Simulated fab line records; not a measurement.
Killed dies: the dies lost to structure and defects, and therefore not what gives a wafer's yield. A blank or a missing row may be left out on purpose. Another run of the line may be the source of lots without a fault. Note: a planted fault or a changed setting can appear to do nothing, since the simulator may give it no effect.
Chamber matching -- flow nandHarc -- NHARC_A_CHANNEL_FILL_D1_STRIP_28 on rieDiel-12 has 4 sister chambers
The step strips in O2, time 20 s. 8 wafers are shown with their chamber, then 8 later ones without.

WAFERS PAIRED WITH THEIR CHAMBERS
wafer,chamber,showerheadPlenumPTorr (Torr),drypumpMotorCurrentA (A)
L079.2,0,3.29,5.5
L079.4,2,3.75,6.3
L084.3,2,3.75,6.2
L084.5,1,3.45,6.7
L086.1,3,3.64,5.4
L086.3,0,3.29,5.5
L086.6,1,3.45,6.6
L094.1,3,3.63,5.3

WAFERS MISSING THEIR CHAMBER
wafer,showerheadPlenumPTorr (Torr),drypumpMotorCurrentA (A)
L094.3,3.28,5.5
L094.4,3.45,6.6
L092.1,3.28,5.5
L092.2,3.45,6.6
L092.4,3.75,6.3
L095.1,3.63,5.4
L095.2,3.28,5.5
L095.3,3.74,6.3

WHICH CHAMBER EACH WENT THROUGH
wafer,from the rows above,in truth
L094.3,0,0
L094.4,1,1
L092.1,0,0
L092.2,1,1
L092.4,2,2
L095.1,3,3
L095.2,0,0
L095.3,2,2
Placed correctly: 8 of 8. From these rows, 0 cannot be placed. Number placed wrongly: 0.
How it was worked out, from the rows above alone: a wafer's distance from a chamber is the root of the sum, over the readings, of the square of ((its reading less the chamber's mean) divided by the reading's scatter). The wafer belongs to the nearest chamber; if the next one is less than 2 further off, it can't be placed. For every chamber, the mean is computed from those of its wafers that are shown. The scatter: take each reading less its chamber's mean, square it, sum over the shown wafers, divide by the number of wafers less the number of chambers, and take the root.
